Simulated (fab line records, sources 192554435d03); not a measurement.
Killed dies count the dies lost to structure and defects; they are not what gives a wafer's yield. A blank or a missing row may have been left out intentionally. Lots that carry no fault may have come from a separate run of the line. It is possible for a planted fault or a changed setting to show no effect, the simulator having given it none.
fab line records | flow n5-finfet
[record] lots = 24 wafers = 72 last-day = 17
route steps=1938 shown MOL_CONTACT_COAG@560 BEOL_M0_SAQP@637
lots with no fault: from the same line, run without faults
start-h: the number of hours between the record's first day and the start of the first shown wafer of the lot | wait-h: hours elapsed since this lot's preceding step | " same as the row above | L1.1+2: several wafers, shown together as one row | - no value, or no start given | * or withheld: withheld | < > ~ a bound
route shown NAME@n: a module of which the file shows steps, and the number in the route of the first | usual: mean and standard deviation over wafers with no fault | same: alike in all rows | chamber/n: place in a boat | sites: the reading at each site | _std_site: how widely they spread, as a standard deviation | _edge_site: the outer-site mean with the inner-site mean subtracted | radius-mm: for every site, how far away it sits from the centre of the wafer | mask NAME#n: copy n | behind: the most recent tool/chamber to have shaped the wafer | hold: what put the lot on hold/how long, in hours/how the hold closed | device: the transistor (n, p or np) that didn't switch | end of line: the route-end tests of the same wafers | a step given without rows: its recipe and nothing more | killed: at the first sort, the dies lost to defects and structure; wafer yield is something else | map: dies across one wafer; x = killed, . = not, _ = none there
set.NAME: the setting as run; set.NAME@STEP: as run at that earlier step | model.NAME: the simulator's own value behind a step, which no gauge read
a sample of lots followed through the steps of the route, with each step as a table and each wafer as a row
services: when a tool's chamber went out of use (start-h, in hours from the record's first day, below 0 if earlier), for how many hours, and the reason
[[steps]]
[step N5_MOL_CONTACT_COAG_CMP_28]
[recipe] stop-on = SiNx t-overpolish-s = 0.85 post-cmp-clean = alkaline-brush down-force-psi = 4.15 platen-rpm = 51.8 pad-velocity-m-s = 1.0307 target-thk-nm = 14.522
[usual] motor-current-A = 13.0/1.5 slurry-filter-dp-kPa = 13.51/0.14 slurry-flow-ml-min = 150.0/0.49 time-to-endpoint-s = 5.7/1.9
// columns lot.wafer tool chamber start-h wait-h motor-current-A slurry-filter-dp-kPa slurry-flow-ml-min time-to-endpoint-s
L074.1 cmp-01 2 96.86 0.9 15.5 13.48 150.5 4.7
L074.6 " 0 " " 14.1 13.53 150.1 3.9
L074.5 " 1 " " 12.6 13.59 150.2 3.1
L075.1 cmp-01 3 101.80 0.8 11.4 13.44 150.7 2.9
L075.4 " 0 " " 14.1 13.41 149.9 2.0
L075.2 " 1 " " 11.2 13.25 150.2 5.4
L076.4 cmp-04 0 112.91 0.1 12.9 13.82 149.6 7.1
L076.5 " 2 " " 13.9 13.57 150.6 3.0
L076.6 " 3 " " 10.7 13.33 149.5 5.0
L077.1 cmp-01 0 114.24 0.8 13.6 13.37 149.5 6.1
L077.2 " 1 " " 11.8 13.47 150.0 5.0
L077.6 " 3 " " 11.7 13.34 149.2 5.4
L078.1 cmp-01 1 120.07 0.8 12.1 13.38 149.6 6.2
L078.4 " 3 " " 11.9 13.36 149.7 3.7
L078.6 " 1 " " 11.7 13.40 149.6 4.5
L079.4 cmp-02 3 128.53 0.8 13.3 13.47 149.3 2.9
L079.5 " 2 " " 10.5 13.52 149.9 2.4
L079.6 " 3 " " 13.1 13.33 148.5 1.9
L080.3 cmp-02 0 134.69 0.8 10.7 13.53 150.1 5.7
L080.1 " 1 " " 15.4 13.42 148.8 1.7
L080.4 " 3 " " 13.1 13.61 149.4 4.6
L081.2 cmp-04 0 139.26 0.8 12.8 13.58 149.9 9.2
L081.4 " 1 " " 13.7 13.63 149.9 8.8
L081.6 " 1 " " 13.0 13.42 150.4 7.7
L082.3 cmp-04 2 143.87 0.8 14.0 13.71 149.5 4.9
L082.2 " 0 " " 12.1 13.61 149.7 4.6
L082.6 " 1 " " 13.3 13.44 149.8 4.6
L083.2 cmp-01 3 150.32 1.1 11.8 13.47 150.1 6.1
L083.1 " 0 " " 13.7 13.46 150.0 7.5
L083.6 " 2 " " 16.4 13.38 149.6 8.0
L084.2 cmp-01 3 155.92 0.8 11.9 13.56 150.1 6.5
L084.4 " 0 " " 14.4 13.62 149.9 4.7
L084.1 " 1 " " 12.0 13.73 149.8 7.2
L085.2 cmp-02 2 164.01 0.9 10.9 13.59 150.3 4.8
L085.1 " 3 " " 13.3 13.65 149.8 2.9
L085.4 " 1 " " 14.7 13.48 149.9 5.7
L086.4 cmp-02 2 167.94 0.9 11.6 13.65 150.5 3.9
L086.3 " 3 " " 13.2 13.45 149.0 3.1
L086.1 " 0 " " 11.1 13.64 149.9 6.9
L087.3 cmp-01 1 176.89 0.8 12.4 13.37 150.0 4.3
L087.6 " 0 " " 13.7 13.68 150.4 5.5
L087.5 " 1 " " 12.0 13.32 150.2 4.5
L088.2 cmp-01 2 181.27 0.8 15.0 13.45 150.8 6.0
L088.1 " 3 " " 11.8 13.58 150.5 6.0
L088.3 " 0 " " 14.5 13.71 150.3 7.1
L089.1 cmp-01 0 193.77 0.8 13.5 13.55 149.9 4.0
L089.4 " 1 " " 12.5 13.35 149.6 6.7
L089.6 " 1 " " 12.4 13.48 149.7 5.6
L090.1 cmp-02 0 203.53 0.8 11.3 13.44 150.1 8.7
L090.2 " 1 " " 15.3 13.81 149.3 7.1
L090.5 " 3 " " 13.0 13.68 149.8 7.1
L091.4 cmp-01 0 206.72 0.9 13.8 13.77 150.6 10.2
L091.3 " 1 " " 11.7 13.66 149.7 8.6
L091.6 " 3 " " 11.9 13.59 149.8 9.9
L092.1 cmp-04 2 207.02 0.9 13.6 13.30 150.3 3.5
L092.3 " 3 " " 11.5 13.58 151.2 4.1
L092.6 " 0 " " 13.0 13.46 150.0 7.0
L093.1 cmp-01 1 210.39 0.9 12.1 13.74 149.2 7.0
L093.4 " 2 " " 16.4 13.56 151.0 7.6
L093.6 " 0 " " 14.8 13.60 150.8 7.3
L094.2 cmp-01 3 215.62 0.9 11.5 13.49 149.9 5.5
L094.3 " 0 " " 13.8 13.74 150.1 5.6
L094.1 " 1 " " 12.5 13.59 149.6 6.0
L095.3 cmp-01 3 224.27 0.8 11.8 13.55 151.0 6.1
L095.2 " 2 " " 15.4 13.58 150.5 5.4
L095.6 " 3 " " 11.4 13.62 150.5 9.0
L096.1 cmp-04 1 232.15 1.1 12.6 13.59 150.5 6.4
L096.3 " 2 " " 13.5 13.13 150.4 7.8
L096.5 " 2 " " 12.6 13.61 150.1 7.4
L097.3 cmp-02 0 234.63 0.8 11.1 13.61 149.5 5.6
L097.4 " 1 " " 14.4 13.52 149.8 5.5
L097.6 " 1 " " 14.1 13.59 149.9 4.3
[step N5_MOL_CONTACT_COAG_INSPECT_57]
[recipe] mode = adi inspect-instrument = brightfield
[usual] raw-defect-count = 215/66
// columns lot.wafer tool chamber start-h wait-h raw-defect-count
L074.1 defect-inspect-01 - 98.44 0.3 201
L074.5 " - " " 326
L074.6 " - " " 217
L075.1 defect-inspect-02 - 103.33 0.1 233
L075.2 " - " " 332
L075.4 " - " " 237
L076.4 defect-inspect-01 - 114.11 0.0 168
L076.5 " - " " 208
L076.6 " - " " 141
L077.1 defect-inspect-01 - 115.46 0.1 303
L077.2 " - " " 280
L077.6 " - " " 345
L078.1 defect-inspect-02 - 121.46 0.1 326
L078.4 " - " " 229
L078.6 " - " " 148
L079.4 defect-inspect-02 - 129.90 0.0 204
L079.5 " - " " 184
L079.6 " - " " 192
L080.1 defect-inspect-01 - 136.07 0.1 130
L080.3 " - " " 177
L080.4 " - " " 167
L081.2 defect-inspect-01 - 140.53 0.0 160
L081.4 " - " " 140
L081.6 " - " " 158
L082.2 defect-inspect-01 - 145.09 0.0 122
L082.3 " - " " 205
L082.6 " - " " 295
L083.1 defect-inspect-01 - 151.56 0.1 240
L083.2 " - " " 211
L083.6 " - " " 206
L084.1 defect-inspect-02 - 157.31 0.1 213
L084.2 " - " " 163
L084.4 " - " " 155
L085.1 defect-inspect-02 - 165.29 0.1 175
L085.2 " - " " 266
L085.4 " - " " 181
L086.1 defect-inspect-01 - 169.34 0.1 132
L086.3 " - " " 150
L086.4 " - " " 101
L087.3 defect-inspect-02 - 178.23 0.0 213
L087.5 " - " " 282
L087.6 " - " " 194
L088.1 defect-inspect-02 - 182.96 0.1 343
L088.2 " - " " 173
L088.3 " - " " 211
L089.1 defect-inspect-02 - 195.15 0.1 299
L089.4 " - " " 290
L089.6 " - " " 237
L090.1 defect-inspect-02 - 205.23 0.1 267
L090.2 " - " " 247
L090.5 " - " " 352
L091.3 defect-inspect-02 - 207.92 0.0 137
L091.4 " - " " 231
L091.6 " - " " 143
L092.1 defect-inspect-02 - 208.33 0.1 231
L092.3 " - " " 239
L092.6 " - " " 229
L093.1 defect-inspect-02 - 211.70 0.1 206
L093.4 " - " " 288
L093.6 " - " " 257
L094.1 defect-inspect-02 - 216.86 0.1 242
L094.2 " - " " 167
L094.3 " - " " 193
L095.2 defect-inspect-01 - 225.66 0.0 224
L095.3 " - " " 287
L095.6 " - " " 255
L096.1 defect-inspect-02 - 233.53 0.1 385
L096.3 " - " " 324
L096.5 " - " " 417
L097.3 defect-inspect-01 - 235.90 0.0 172
L097.4 " - " " 130
L097.6 " - " " 155
[step N5_MOL_CONTACT_COAG_ALD_133]
[recipe] material = SiO2 target-thk-a = 50 temp-c = 100 ald-precursor-family = BDEAS ald-co-reactant = O2-plasma pulse-time-s = 1 co-reactant-pulse-time-s = 1 purge-time-s = 2 co-reactant-purge-time-s = 2 ald-cycles = 35 pressure-torr = 2
[usual] chamber-pressure-Torr = 2.000/0.0048 heater-power-w = 78/8 precursor-pulse-height-rel = 1.001/0.021
// columns lot.wafer tool chamber start-h wait-h chamber-pressure-Torr heater-power-w precursor-pulse-height-rel
L074.1 ald-sin-03 3 101.42 0.3 2.010 76 0.943
L074.5 " 2 " " 1.998 71 1.014
L074.6 " 1 " " 2.002 68 0.991
L075.1 ald-sin-01 0 105.42 0.3 2.007 82 0.973
L075.2 " 2 " " 1.998 88 0.981
L075.4 " 3 " " 2.003 80 1.022
L076.4 ald-sin-04 2 115.54 0.1 2.001 79 0.985
L076.5 " 2 " " 2.006 80 1.024
L076.6 " 3 " " 2.003 64 1.001
L077.1 ald-sin-03 2 117.07 0.1 2.005 73 0.980
L077.2 " 0 " " 2.009 79 1.026
L077.6 " 0 " " 1.997 79 1.021
L078.1 ald-sin-01 2 123.09 0.1 1.997 84 1.008
L078.4 " 0 " " 1.999 81 0.995
L078.6 " 0 " " 2.000 82 1.017
L079.4 ald-sin-04 1 131.44 0.0 1.996 73 1.014
L079.5 " 1 " " 1.989 75 0.970
L079.6 " 0 " " 1.998 92 1.023
L080.1 ald-sin-04 0 137.61 0.1 2.003 91 0.994
L080.3 " 3 " " 1.998 65 1.000
L080.4 " 1 " " 1.996 74 1.014
L081.2 ald-sin-04 2 142.07 0.1 1.997 79 1.021
L081.4 " 1 " " 1.998 74 0.993
L081.6 " 0 " " 2.006 93 0.997
L082.2 ald-sin-03 1 146.86 0.2 2.001 70 0.973
L082.3 " 3 " " 1.999 77 1.044
L082.6 " 1 " " 1.996 70 1.009
L083.1 ald-sin-01 1 153.37 0.2 2.001 72 1.011
L083.2 " 2 " " 1.998 87 0.998
L083.6 " 0 " " 1.995 80 1.015
L084.1 ald-sin-04 3 159.03 0.2 2.006 64 0.989
L084.2 " 0 " " 2.009 91 1.039
L084.4 " 1 " " 2.001 75 0.999
L085.1 ald-sin-04 1 166.70 0.1 1.995 75 1.003
L085.2 " 0 " " 1.999 91 1.001
L085.4 " 3 " " 1.998 66 0.985
L086.1 ald-sin-04 3 171.36 0.1 2.003 64 0.979
L086.3 " 2 " " 1.998 77 1.010
L086.4 " 0 " " 2.003 92 1.050
L087.3 ald-sin-04 3 180.02 0.1 1.993 65 1.004
L087.5 " 0 " " 2.001 91 0.985
L087.6 " 3 " " 1.995 65 1.039
L088.1 ald-sin-01 0 185.03 0.1 2.004 83 1.000
L088.2 " 2 " " 1.997 89 1.017
L088.3 " 1 " " 2.006 72 1.003
L089.1 ald-sin-01 1 197.58 0.1 2.006 72 1.022
L089.4 " 2 " " 1.999 86 1.022
L089.6 " 1 " " 1.997 72 1.004
L090.1 ald-sin-04 2 207.24 0.1 2.005 80 0.971
L090.2 " 0 " " 2.005 92 1.020
L090.5 " 1 " " 1.994 76 1.024
L091.3 ald-sin-03 2 209.67 0.2 1.999 71 0.994
L091.4 " 1 " " 2.004 68 0.974
L091.6 " 0 " " 1.997 82 0.994
L092.1 ald-sin-01 2 209.80 0.1 2.007 88 0.986
L092.3 " 0 " " 2.003 82 0.996
L092.6 " 0 " " 2.000 81 0.996
L093.1 ald-sin-04 3 213.62 0.1 2.003 65 1.039
L093.4 " 1 " " 1.998 75 1.019
L093.6 " 1 " " 1.996 76 0.979
L094.1 ald-sin-01 0 218.32 0.1 1.998 80 1.011
L094.2 " 2 " " 2.007 88 1.003
L094.3 " 1 " " 1.994 73 0.988
L095.2 ald-sin-03 0 227.67 0.4 2.007 79 1.034
L095.3 " 2 " " 2.008 72 0.972
L095.6 " 2 " " 2.004 71 0.993
L096.1 ald-sin-04 3 235.70 0.1 2.004 65 1.024
L096.3 " 0 " " 2.003 90 0.978
L096.5 " 0 " " 1.997 90 1.039
L097.3 ald-sin-04 0 238.42 1.0 1.999 91 0.974
L097.4 " 1 " " 2.000 77 1.011
L097.6 " 3 " " 1.989 65 0.998
[step N5_MOL_CONTACT_COAG_CMP_52]
[recipe] stop-on = SiO2 t-overpolish-s = 1.5 post-cmp-clean = w-dilute-nh4oh down-force-psi = 4 platen-rpm = 50.289 pad-velocity-m-s = 1.0006 target-thk-nm = 66.5
[usual] motor-current-A = 12.6/1.4 overpolish-run-s = 1.500/0.0094 slurry-filter-dp-kPa = 13.52/0.14 slurry-flow-ml-min = 150.0/0.44 time-to-endpoint-s = 13.7/1.8
// columns lot.wafer tool chamber start-h wait-h motor-current-A overpolish-run-s slurry-filter-dp-kPa slurry-flow-ml-min time-to-endpoint-s
L074.1 cmp-01 1 102.60 0.1 12.0 1.504 13.40 150.2 12.4
L074.5 " 0 " " 13.5 1.491 13.28 150.1 11.8
L074.6 " 1 " " 12.3 1.496 13.58 149.7 11.2
L075.2 cmp-01 0 106.56 0.0 14.2 1.497 13.45 150.1 13.1
L075.4 " 1 " " 12.3 1.488 13.54 149.8 11.4
L075.1 " 2 " " 15.5 1.508 13.60 149.6 13.2
L076.4 cmp-04 0 116.76 0.1 11.8 1.507 13.63 149.7 12.5
L076.6 " 2 " " 13.3 1.482 13.55 149.9 10.9
L076.5 " 3 " " 11.2 1.509 13.46 149.4 13.9
L077.1 cmp-01 0 118.31 0.0 13.5 1.503 13.28 150.4 14.2
L077.2 " 3 " " 11.5 1.516 13.33 150.8 11.1
L077.6 " 0 " " 13.4 1.499 13.41 150.5 16.6
L078.1 cmp-04 0 124.49 0.1 11.7 1.496 13.36 150.5 12.2
L078.4 " 1 " " 13.0 1.499 13.48 150.4 12.6
L078.6 " 2 " " 13.4 1.487 13.49 149.4 12.9
L079.4 cmp-04 0 132.66 0.1 11.7 1.499 13.61 150.0 13.7
L079.5 " 3 " " 10.8 1.500 13.57 149.9 14.9
L079.6 " 0 " " 12.0 1.503 13.61 150.3 12.1
L080.3 cmp-01 0 138.75 0.0 13.5 1.513 13.42 150.2 13.8
L080.4 " 1 " " 11.9 1.505 13.68 150.8 15.5
L080.1 " 2 " " 15.7 1.509 13.44 149.7 15.5
L081.2 cmp-01 1 143.21 0.0 11.7 1.498 13.60 150.4 11.9
L081.4 " 2 " " 15.7 1.491 13.53 150.8 13.1
L081.6 " 1 " " 11.8 1.499 13.68 150.0 11.4
L082.3 cmp-02 3 148.30 0.1 12.8 1.509 13.34 150.3 10.3
L082.2 " 0 " " 11.0 1.484 13.41 149.5 13.5
L082.6 " 2 " " 10.8 1.519 13.56 150.2 10.6
L083.1 cmp-01 2 154.56 0.1 14.6 1.501 13.53 149.8 14.3
L083.2 " 3 " " 11.1 1.509 13.24 150.7 16.7
L083.6 " 2 " " 15.0 1.490 13.42 149.8 15.2
L084.4 cmp-01 2 160.17 0.0 14.8 1.495 13.46 150.1 15.8
L084.2 " 3 " " 11.0 1.503 13.50 150.6 12.9
L084.1 " 1 " " 11.6 1.484 13.44 150.0 12.1
L085.1 cmp-01 2 167.88 0.1 15.4 1.498 13.61 149.7 15.3
L085.2 " 3 " " 11.8 1.505 13.46 150.1 18.0
L085.4 " 0 " " 13.6 1.511 13.45 149.4 15.8
L086.4 cmp-01 0 172.54 0.1 13.3 1.503 13.47 150.1 14.3
L086.3 " 1 " " 11.3 1.493 13.71 150.4 17.4
L086.1 " 2 " " 14.7 1.495 13.87 149.2 16.5
L087.3 cmp-04 3 181.22 0.0 11.9 1.494 13.46 150.2 11.3
L087.6 " 3 " " 11.6 1.514 13.33 150.3 11.6
L087.5 " 0 " " 11.8 1.489 13.47 150.3 11.9
L088.3 cmp-02 0 186.23 0.1 10.3 1.512 13.40 149.8 14.5
L088.1 " 1 " " 13.5 1.510 13.70 150.3 13.6
L088.2 " 2 " " 10.9 1.488 13.52 149.2 14.8
L089.4 cmp-02 1 198.72 0.0 14.5 1.503 13.60 150.2 8.4
L089.1 " 0 " " 9.7 1.492 13.38 149.8 12.5
L089.6 " 1 " " 14.4 1.498 13.55 149.7 11.5
L090.2 cmp-01 3 208.39 0.0 11.6 1.494 13.58 149.9 16.2
L090.1 " 1 " " 12.1 1.510 13.48 149.4 15.4
L090.5 " 3 " " 11.4 1.493 13.61 149.4 17.0
L091.3 cmp-04 3 210.81 0.0 11.1 1.511 13.33 150.1 16.0
L091.4 " 2 " " 13.1 1.496 13.46 149.7 16.2
L091.6 " 0 " " 12.4 1.507 13.32 149.1 13.7
L092.3 cmp-02 3 211.03 0.1 12.0 1.505 13.57 150.5 11.2
L092.1 " 0 " " 10.9 1.507 13.54 149.8 13.2
L092.6 " 2 " " 11.2 1.491 13.62 150.7 13.0
L093.4 cmp-02 2 214.80 0.1 10.5 1.514 13.46 149.4 13.3
L093.1 " 3 " " 12.4 1.509 13.52 150.1 12.7
L093.6 " 1 " " 13.4 1.492 13.58 150.1 13.5
L094.2 cmp-04 3 219.50 0.1 10.9 1.506 13.65 150.0 14.2
L094.3 " 0 " " 11.8 1.516 13.44 150.0 14.9
L094.1 " 1 " " 13.4 1.493 13.60 149.9 15.0
L095.2 cmp-01 1 229.25 0.1 11.5 1.487 13.73 149.4 14.1
L095.3 " 2 " " 15.0 1.490 13.43 150.5 13.2
L095.6 " 0 " " 13.4 1.494 13.26 149.9 13.7
L096.3 cmp-01 0 237.22 0.1 14.0 1.514 13.45 150.5 14.8
L096.1 " 2 " " 15.2 1.489 13.44 150.8 13.4
L096.5 " 0 " " 14.0 1.506 13.31 150.2 14.8
L097.4 cmp-04 1 239.68 0.1 12.9 1.501 13.19 150.2 15.2
L097.3 " 2 " " 13.6 1.521 13.80 150.3 13.6
L097.6 " 1 " " 12.6 1.523 13.69 150.1 13.2
[step N5_MOL_CONTACT_COAG_THK_MEAS_53]
[recipe] reads = SiO2_of_MOL_CONTACT_COAG_PECVD_31
[usual] VIA_MOL_THK = 43.8/0.57
// columns lot.wafer tool chamber start-h wait-h VIA_MOL_THK[nm]
L074.1 film-metro-02 - 102.85 - 43.4
L074.5 " - " " 44.1
L074.6 " - " " 44.1
L075.1 film-metro-01 - 106.85 - 43.6
L075.2 " - " " 43.1
L075.4 " - " " 44.6
L076.4 film-metro-02 - 116.99 - 44.3
L076.5 " - " " 44.9
L076.6 " - " " 43.8
L077.1 film-metro-01 - 118.61 - 42.4
L077.2 " - " " 43.9
L077.6 " - " " 43.7
L078.1 film-metro-02 - 124.71 - 43.9
L078.4 " - " " 44.3
L078.6 " - " " 44.0
L079.4 film-metro-02 - 132.92 - 44.2
L079.5 " - " " 43.5
L079.6 " - " " 44.8
L080.1 film-metro-02 - 139.04 - 43.4
L080.3 " - " " 43.8
L080.4 " - " " 44.4
L081.2 film-metro-01 - 143.51 - 43.1
L081.4 " - " " 43.9
L081.6 " - " " 43.4
L082.2 film-metro-02 - 148.56 - 43.6
L082.3 " - " " 44.3
L082.6 " - " " 44.4
L083.1 film-metro-02 - 154.81 - 44.0
L083.2 " - " " 44.0
L083.6 " - " " 44.3
L084.1 film-metro-02 - 160.46 - 43.5
L084.2 " - " " 43.8
L084.4 " - " " 44.5
L085.1 film-metro-02 - 168.13 - 43.7
L085.2 " - " " 43.4
L085.4 " - " " 44.1
L086.1 film-metro-02 - 172.80 - 43.9
L086.3 " - " " 43.7
L086.4 " - " " 44.6
L087.3 film-metro-01 - 181.52 - 44.1
L087.5 " - " " 45.1
L087.6 " - " " 44.7
L088.1 film-metro-02 - 186.48 - 43.7
L088.2 " - " " 43.9
L088.3 " - " " 43.2
L089.1 film-metro-01 - 199.02 - 44.3
L089.4 " - " " 45.0
L089.6 " - " " 44.9
L090.1 film-metro-02 - 208.68 - 43.0
L090.2 " - " " 43.0
L090.5 " - " " 43.3
L091.3 film-metro-02 - 211.10 - 43.2
L091.4 " - " " 43.4
L091.6 " - " " 43.8
L092.1 film-metro-02 - 211.25 - 43.0
L092.3 " - " " 43.2
L092.6 " - " " 43.7
L093.1 film-metro-01 - 215.06 - 42.9
L093.4 " - " " 44.9
L093.6 " - " " 43.5
L094.1 film-metro-01 - 219.76 - 43.7
L094.2 " - " " 44.2
L094.3 " - " " 44.0
L095.2 film-metro-01 - 229.47 - 43.3
L095.3 " - " " 44.4
L095.6 " - " " 45.1
L096.1 film-metro-01 - 237.47 - 42.2
L096.3 " - " " 43.6
L096.5 " - " " 43.6
L097.3 film-metro-02 - 239.97 - 44.0
L097.4 " - " " 44.3
L097.6 " - " " 43.9
[step N5_BEOL_M0_SAQP_PECVD_97]
[recipe] material = SiNx target-thk-a = 230 temp-c = 350 precursor = SiH4/NH3/N2 pressure-torr = 1.5 rf-w = 300 time-s = 19.9
[usual] chamber-pressure-Torr = 1.500/0.0033 heater-power-w = 552/60 rf-fwd-power-W = 296.9/0.93 showerhead-plenum-p-Torr = 5.17/0.074 throttle-valve-pct = 39.8/1.9
// columns lot.wafer tool chamber start-h wait-h chamber-pressure-Torr heater-power-w rf-fwd-power-W showerhead-plenum-p-Torr throttle-valve-pct
L074.1 pecvd-02 1 107.23 0.0 1.498 538 297.5 5.10 38.7
L074.5 " 1 " " 1.498 545 296.7 5.10 38.6
L074.6 " 2 " " 1.501 641 296.2 5.12 36.3
L075.1 pecvd-04 2 112.22 0.0 1.501 498 298.4 5.23 40.0
L075.2 " 1 " " 1.507 502 294.9 5.04 43.2
L075.4 " 1 " " 1.495 505 294.9 5.03 43.2
L076.4 pecvd-01 1 121.58 0.0 1.504 577 297.2 5.18 39.5
L076.5 " 0 " " 1.501 578 296.9 5.10 41.0
L076.6 " 2 " " 1.502 588 297.5 5.28 38.9
L077.1 pecvd-01 0 123.65 0.0 1.500 579 296.7 5.11 41.2
L077.2 " 1 " " 1.505 482 296.9 5.19 39.4
L077.6 " 2 " " 1.502 583 296.9 5.26 39.1
L078.1 pecvd-04 1 131.90 0.0 1.501 529 294.3 5.05 43.2
L078.4 " 1 " " 1.507 527 294.9 5.05 43.2
L078.6 " 0 " " 1.502 428 297.2 5.17 40.9
L079.4 pecvd-04 0 138.02 0.0 1.500 414 297.1 5.16 40.8
L079.5 " 1 " " 1.495 493 296.2 5.06 43.2
L079.6 " 2 " " 1.503 486 296.4 5.24 39.7
L080.1 pecvd-02 0 144.56 0.0 1.500 597 295.7 5.27 40.0
L080.3 " 2 " " 1.498 615 295.9 5.13 36.4
L080.4 " 0 " " 1.499 582 295.6 5.28 39.7
L081.2 pecvd-01 2 147.79 0.0 1.497 584 296.5 5.29 39.0
L081.4 " 1 " " 1.504 587 297.1 5.19 39.5
L081.6 " 0 " " 1.497 569 296.3 5.11 41.1
L082.2 pecvd-04 1 153.39 0.0 1.500 534 296.7 5.06 43.1
L082.3 " 2 " " 1.501 519 298.0 5.23 40.1
L082.6 " 0 " " 1.502 465 297.3 5.16 40.9
L083.1 pecvd-02 1 159.54 0.0 1.496 588 297.1 5.11 38.7
L083.2 " 2 " " 1.497 597 296.8 5.13 36.4
L083.6 " 2 " " 1.491 574 295.6 5.13 36.7
L084.1 pecvd-04 2 164.47 0.0 1.496 553 297.3 5.25 40.2
L084.2 " 0 " " 1.501 501 298.0 5.17 40.8
L084.4 " 2 " " 1.497 567 296.5 5.23 40.1
L085.1 pecvd-01 0 172.35 0.0 1.498 527 296.3 5.11 41.2
L085.2 " 2 " " 1.496 635 297.2 5.27 39.0
L085.4 " 1 " " 1.497 577 297.7 5.19 39.5
L086.1 pecvd-02 0 178.63 0.0 1.501 654 296.1 5.27 40.0
L086.3 " 1 " " 1.501 545 298.3 5.12 38.6
L086.4 " 2 " " 1.498 601 297.0 5.12 36.5
L087.3 pecvd-02 2 185.71 0.0 1.494 638 295.9 5.13 36.6
L087.5 " 0 " " 1.502 626 297.8 5.27 40.1
L087.6 " 1 " " 1.501 494 298.1 5.11 38.8
L088.1 pecvd-04 2 191.50 0.0 1.494 510 298.4 5.24 40.2
L088.2 " 1 " " 1.502 507 295.3 5.05 43.2
L088.3 " 0 " " 1.497 494 297.1 5.17 40.9
L089.1 pecvd-04 0 203.04 0.0 1.504 415 298.4 5.17 40.7
L089.4 " 2 " " 1.509 572 297.9 5.23 40.2
L089.6 " 0 " " 1.496 414 297.4 5.19 40.8
L090.1 pecvd-04 0 213.26 0.0 1.496 454 295.8 5.17 40.9
L090.2 " 2 " " 1.498 552 298.3 5.23 40.1
L090.5 " 1 " " 1.499 459 296.8 5.07 43.2
L092.1 pecvd-04 1 215.44 0.0 1.496 531 297.6 5.05 43.0
L092.3 " 0 " " 1.504 436 298.2 5.17 40.9
L092.6 " 1 " " 1.500 507 297.3 5.04 43.3
L091.3 pecvd-02 1 215.67 0.0 1.503 541 297.9 5.11 38.6
L091.4 " 0 " " 1.502 557 296.5 5.27 40.4
L091.6 " 1 " " 1.500 541 295.9 5.11 38.7
L093.1 pecvd-02 0 219.84 0.0 1.500 621 295.9 5.26 40.2
L093.4 " 0 " " 1.501 622 296.3 5.28 40.3
L093.6 " 1 " " 1.495 583 297.8 5.11 38.7
L094.1 pecvd-02 2 223.45 0.0 1.503 648 296.9 5.13 36.5
L094.2 " 1 " " 1.501 535 296.5 5.12 38.3
L094.3 " 0 " " 1.505 632 296.3 5.28 40.4
L095.2 pecvd-01 2 234.01 0.0 1.499 615 296.8 5.24 36.3
L095.3 " 0 " " 1.496 552 295.6 5.10 41.6
L095.6 " 2 " " 1.500 584 297.1 5.25 36.6
L096.1 pecvd-02 0 243.61 0.0 1.499 674 295.6 5.28 40.5
L096.3 " 2 " " 1.505 636 298.1 5.12 36.6
L096.5 " 1 " " 1.496 550 297.7 5.12 39.0
L097.3 pecvd-01 2 244.41 0.0 1.494 525 296.3 5.25 36.7
L097.4 " 1 " " 1.501 543 297.4 5.19 39.0
L097.6 " 2 " " 1.503 536 295.0 5.26 36.8
[[services]]
// columns tool chamber start-h hours kind
pecvd-02 - 77.80 1.1 repair
cmp-04 - 77.94 1.9 repair
cmp-02 - 105.47 11.0 pm
cmp-01 - 122.32 0.2 repair
pecvd-02 1 130.79 14.1 repair
cmp-04 - 147.90 5.3 pm
cmp-04 - 154.33 19.0 pm
pecvd-02 0 159.04 18.5 repair
pecvd-01 0 166.46 2.1 scheduled-down
cmp-01 - 171.22 0.3 repair
ald-sin-03 3 172.68 20.5 repair
ald-sin-03 - 178.11 14.0 pm
cmp-02 - 184.44 0.7 repair
pecvd-01 - 187.97 2.8 pm
cmp-04 - 191.17 5.9 repair
cmp-04 - 214.02 4.0 pm
cmp-04 - 218.02 - consumable-replace:conditioner
cmp-04 - 218.02 - consumable-replace:pad
pecvd-04 2 218.76 5.5 scheduled-down
ald-sin-04 - 223.62 0.7 repair
cmp-01 - 229.66 4.0 pm
cmp-01 - 233.66 - consumable-replace:conditioner
cmp-01 - 233.66 - consumable-replace:pad
cmp-04 - 243.72 28.0 repair
[[key]]
fault none
